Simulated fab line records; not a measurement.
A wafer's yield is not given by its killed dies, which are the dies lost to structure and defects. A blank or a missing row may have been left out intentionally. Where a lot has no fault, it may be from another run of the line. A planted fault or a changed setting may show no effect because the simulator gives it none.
Chamber matching + flow n5_finfet + N5_BEOL_M3_ETCH_69 on rie_diel-03 has 4 sister chambers
The step etches SiARC in CF4, target depth 15.6 nm, time 26 s. 14 wafers are shown with their chamber, then 7 later ones without.

== EACH WAFER AND ITS CHAMBER ==
| wafer  | chamber | oes_product_au (a.u.) | throttle_valve_pct (%) | etch_rf_on_time_s (s) |
|--------|---------|-----------------------|------------------------|-----------------------|
| L573.2 | 3       | 0.83                  | 15.70                  | 26.1                  |
| L573.3 | 0       | 0.65                  | 15.86                  | 26.4                  |
| L573.5 | 1       | 0.61                  | 15.86                  | 26.5                  |
| L574.1 | 1       | 0.62                  | 15.86                  | 26.0                  |
| L574.3 | 3       | 0.84                  | 15.70                  | 25.8                  |
| L574.5 | 3       | 0.83                  | 15.70                  | 25.9                  |
| L576.1 | 2       | 0.60                  | 15.79                  | 25.6                  |
| L576.4 | 3       | 0.82                  | 15.70                  | 25.9                  |
| L576.5 | 2       | 0.60                  | 15.78                  | 25.6                  |
| L575.1 | 1       | 0.61                  | 15.86                  | 26.3                  |
| L575.2 | 2       | 0.59                  | 15.80                  | 25.6                  |
| L575.6 | 1       | 0.61                  | 15.85                  | 26.1                  |
| L577.2 | 1       | 0.61                  | 15.86                  | 26.4                  |
| L577.4 | 3       | 0.80                  | 15.71                  | 26.0                  |

SIGNATURES, as means of the wafers listed above
| reading            | chamber 0 | chamber 1 | chamber 2 | chamber 3 | scatter within a chamber |
|--------------------|-----------|-----------|-----------|-----------|--------------------------|
| oes_product_au     | 0.6500    | 0.6120    | 0.5967    | 0.8240    | 0.0103                   |
| throttle_valve_pct | 15.8600   | 15.8580   | 15.7900   | 15.7020   | 0.006                    |
| etch_rf_on_time_s  | 26.400    | 26.260    | 25.600    | 25.940    | 0.15                     |
Rule: a wafer's distance from a chamber is the root of the sum, over the readings, of the square of ((its reading less the chamber's mean) divided by the reading's scatter). The wafer belongs to the nearest chamber; if the next one is less than 2 further off, it can't be placed. The scatter is the square root of a quotient: the sum, over the shown wafers, of each reading's squared deviation from its chamber's mean, divided by wafers minus chambers.

== WAFERS WITHOUT THEIR CHAMBER ==
| wafer  | oes_product_au (a.u.) | throttle_valve_pct (%) | etch_rf_on_time_s (s) |
|--------|-----------------------|------------------------|-----------------------|
| L577.6 | 0.81                  | 15.72                  | 25.6                  |
| L590.1 | 0.59                  | 15.93                  | 26.4                  |
| L590.2 | 0.80                  | 15.29                  | 24.9                  |
| L590.5 | 0.59                  | 15.93                  | 26.5                  |
| L591.3 | 0.78                  | 15.32                  | 24.9                  |
| L591.4 | 0.75                  | 15.80                  | 25.7                  |
| L591.5 | 0.75                  | 15.78                  | 25.6                  |

== CHAMBER TAKEN BY EACH ==
| wafer  | from the rows above     | in truth                   |
|--------|-------------------------|----------------------------|
| L577.6 | 3                       | 3                          |
| L590.1 | can't be placed: 1 or 0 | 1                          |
| L590.2 | 3                       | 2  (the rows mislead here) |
| L590.5 | can't be placed: 1 or 0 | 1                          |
| L591.3 | 3                       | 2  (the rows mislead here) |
| L591.4 | can't be placed: 0 or 2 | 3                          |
| L591.5 | can't be placed: 2 or 3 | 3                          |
Placed correctly: 1 of 7. These rows do not allow placing 4 (true chamber among the candidates in 3). Number placed wrongly: 2.
